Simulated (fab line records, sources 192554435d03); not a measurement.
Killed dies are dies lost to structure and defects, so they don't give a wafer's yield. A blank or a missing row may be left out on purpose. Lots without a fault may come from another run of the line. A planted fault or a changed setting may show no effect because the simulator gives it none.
Chamber matching ; flow n5Finfet ; rieDiel-02 running N5_BEOL_M15_DESCUM_15: 4 sister chambers
The step chemistry O2, time 7.9 s. 18 wafers are shown with their chamber, then 9 later ones without.

== WAFERS WITH THEIR CHAMBER ==
wafer;chamber;showerheadPlenumPTorr (Torr);oesProductAu (a.u.);rfVppV (V)
L087.1;2;2.13;0.79;243.9
L087.2;0;2.06;0.68;241.3
L087.5;3;2.22;0.82;245.3
L086.1;1;2.07;0.69;242.0
L086.5;0;2.06;0.67;242.7
L086.6;3;2.21;0.82;244.9
L089.3;1;2.07;0.68;244.0
L089.4;3;2.21;0.81;244.3
L089.6;1;2.07;0.69;242.0
L093.3;1;2.07;0.68;242.1
L093.4;0;2.05;0.67;244.1
L093.6;1;2.07;0.68;241.6
L094.1;3;2.21;0.81;244.1
L094.4;3;2.21;0.80;245.1
L094.5;2;2.13;0.78;243.4
L091.3;0;2.05;0.68;241.3
L091.5;0;2.05;0.66;241.7
L091.6;2;2.13;0.79;243.6

SIGNATURES (averages over the wafers above)
reading;chamber 0;chamber 1;chamber 2;chamber 3;scatter within a chamber
showerheadPlenumPTorr;2.0540;2.0700;2.1300;2.2120;0.00378
oesProductAu;0.6720;0.6840;0.7867;0.8120;0.0073
rfVppV;242.220;242.340;243.633;244.740;0.867
Rule: for each reading, subtract the chamber's mean from the wafer's reading, divide by that reading's scatter and square the result; add these up over the readings and take the root, which gives the wafer's distance from the chamber. If the next closest chamber is less than 2 further off than the closest, the wafer can't be placed; otherwise it belongs to the closest. The scatter is the square root of a quotient: the sum, over the shown wafers, of each reading's squared deviation from its chamber's mean, divided by wafers minus chambers.

== WAFERS WHOSE CHAMBER IS MISSING ==
wafer;showerheadPlenumPTorr (Torr);oesProductAu (a.u.);rfVppV (V)
L095.3;2.05;0.67;242.8
L095.5;2.05;0.67;242.1
L095.6;2.13;0.78;241.7
L090.2;2.21;0.78;244.9
L090.4;2.07;0.99;242.4
L090.5;2.21;0.79;244.3
L092.1;2.06;0.98;243.9
L092.3;2.13;0.77;243.0
L092.5;2.06;0.99;241.2

== WHICH CHAMBER EACH WENT THROUGH ==
wafer;from the rows above;in truth
L095.3;0;0
L095.5;0;0
L095.6;2;2
L090.2;3;3
L090.4;2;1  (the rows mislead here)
L090.5;3;3
L092.1;2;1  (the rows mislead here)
L092.3;2;2
L092.5;2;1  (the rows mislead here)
Placed correctly: 6 of 9. From these rows, 0 cannot be placed. Wrongly placed: 3.
